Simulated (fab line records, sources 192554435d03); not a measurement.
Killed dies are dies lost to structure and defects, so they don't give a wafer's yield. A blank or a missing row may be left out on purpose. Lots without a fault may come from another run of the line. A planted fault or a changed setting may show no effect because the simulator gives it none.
Chamber matching | flow n5_finfet | N5_BEOL_M11_ETCH_62 on rie_diel-06: 4 sister chambers
The step etches SOC in N2/H2, target depth 110 nm, overetch 22 nm, time 165 s. 8 wafers are shown with their chamber, then 10 later ones without.

WAFERS WITH THEIR CHAMBER
wafer  | chamber | throttle_valve_pct (%) | drypump_motor_current_A (A)
L082.2 | 1       | 17.49                  | 5.5
L087.5 | 3       | 17.56                  | 5.6
L087.6 | 2       | 18.19                  | 5.2
L086.1 | 1       | 17.50                  | 5.5
L086.4 | 0       | 17.69                  | 5.9
L086.5 | 0       | 17.70                  | 5.9
L089.3 | 3       | 17.56                  | 5.5
L089.4 | 2       | 18.20                  | 5.2

WAFERS WITHOUT THEIR CHAMBER
wafer  | throttle_valve_pct (%) | drypump_motor_current_A (A)
L089.6 | 18.20                  | 5.2
L093.1 | 18.22                  | 5.2
L093.2 | 17.71                  | 5.9
L093.5 | 17.53                  | 5.5
L091.1 | 17.71                  | 5.9
L091.3 | 18.21                  | 5.2
L091.6 | 17.52                  | 5.5
L092.2 | 17.56                  | 5.6
L092.4 | 18.21                  | 5.2
L092.6 | 17.59                  | 5.6

WHICH CHAMBER EACH WENT THROUGH
wafer  | from the rows above     | in truth
L089.6 | 2                       | 2
L093.1 | 2                       | 2
L093.2 | 0                       | 0
L093.5 | can't be placed: 3 or 1 | 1
L091.1 | 0                       | 0
L091.3 | 2                       | 2
L091.6 | 1                       | 1
L092.2 | 3                       | 3
L092.4 | 2                       | 2
L092.6 | 3                       | 3
Placed correctly: 9 of 10. Can't be placed from these rows: 1 (the true chamber is among the candidates in 1). Placed wrongly: 0.
How it was worked out, from the rows above alone: a wafer's distance from a chamber is the root of the sum, over the readings, of the square of ((its reading less the chamber's mean) divided by the reading's scatter). The wafer belongs to the nearest chamber; if the next one is less than 2 further off, it can't be placed. A chamber's mean is the mean of its shown wafers. The scatter: the root of (the sum of the squares of (reading less its chamber's mean) over the shown wafers, divided by (wafers less chambers)).
